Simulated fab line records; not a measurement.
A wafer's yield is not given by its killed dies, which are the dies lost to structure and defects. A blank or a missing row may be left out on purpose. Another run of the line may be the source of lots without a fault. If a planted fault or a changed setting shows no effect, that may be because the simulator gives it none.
Matching of chambers + flow n5_finfet + rie_diel-01 running N5_BEOL_M4_DESCUM_16: 4 sister chambers
The step chemistry O2, time 7 s. 4 wafers are shown with their chamber, then 6 later ones without.

## EACH WAFER AND ITS CHAMBER
| wafer  | chamber | drypump_motor_current_A (A) |
|--------|---------|-----------------------------|
| L367.1 | 3       | 6.4                         |
| L368.2 | 2       | 5.5                         |
| L368.4 | 0       | 6.2                         |
| L368.5 | 1       | 6.0                         |

## WAFERS WHOSE CHAMBER IS MISSING
| wafer  | drypump_motor_current_A (A) |
|--------|-----------------------------|
| L369.2 | 6.4                         |
| L369.5 | 6.0                         |
| L369.6 | 5.5                         |
| L371.2 | 6.4                         |
| L371.3 | 5.6                         |
| L371.4 | 6.2                         |

## THE CHAMBER EACH PASSED THROUGH
| wafer  | from the rows above | in truth |
|--------|---------------------|----------|
| L369.2 | 3                   | 3        |
| L369.5 | 1                   | 1        |
| L369.6 | 2                   | 2        |
| L371.2 | 3                   | 3        |
| L371.3 | 2                   | 2        |
| L371.4 | 0                   | 0        |
6 of 6 placed correctly. Not placeable from these rows: 0. 0 placed wrongly.
How it was worked out, from the rows above alone: a wafer's distance from a chamber is the root of the sum, over the readings, of the square of ((its reading less the chamber's mean) divided by the reading's scatter). The wafer belongs to the nearest chamber; if the next one is less than 2 further off, it can't be placed. Each chamber's mean is taken over the wafers shown for it. The scatter: with one shown wafer a chamber, the root of the mean of the squares of how far each hidden wafer lies from its nearest shown one.
